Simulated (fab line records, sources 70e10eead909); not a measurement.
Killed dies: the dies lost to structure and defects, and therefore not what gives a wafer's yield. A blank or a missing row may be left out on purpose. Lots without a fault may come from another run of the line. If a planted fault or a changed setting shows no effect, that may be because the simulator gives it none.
Matching of chambers	flow nand harc	NHARC_P_M1_DEP_33 on pecvd-01: 3 sister chambers
The step deposits SiCN, target thk 30 nm. 6 wafers are shown with their chamber, then 8 later ones without.

## WAFERS, EACH WITH ITS CHAMBER
wafer	chamber	heater power w (W)
L432.2	2	724
L432.3	1	673
L433.1	1	603
L433.3	0	388
L433.6	2	690
L435.4	0	398

## WAFERS WHOSE CHAMBER IS MISSING
wafer	heater power w (W)
L435.5	705
L435.6	629
L438.1	684
L438.3	577
L438.4	480
L445.3	669
L445.5	476
L445.6	638

## EACH ONE'S CHAMBER
wafer	from the rows above	in truth
L435.5	2	2
L435.6	1	1
L438.1	can't be placed: 2 or 1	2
L438.3	1	1
L438.4	0	0
L445.3	can't be placed: 1 or 2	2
L445.5	0	0
L445.6	1	1
Placed correctly: 6 of 8. These rows do not allow placing 2 (true chamber among the candidates in 2). Number placed wrongly: 0.
How it was worked out, from the rows above alone: a wafer's distance from a chamber is the root of the sum, over the readings, of the square of ((its reading less the chamber's mean) divided by the reading's scatter). If the next closest chamber is less than 2 further off than the closest, the wafer can't be placed; otherwise it belongs to the closest. Each chamber's mean is taken over the wafers shown for it. The scatter is the square root of a quotient: the sum, over the shown wafers, of each reading's squared deviation from its chamber's mean, divided by wafers minus chambers.
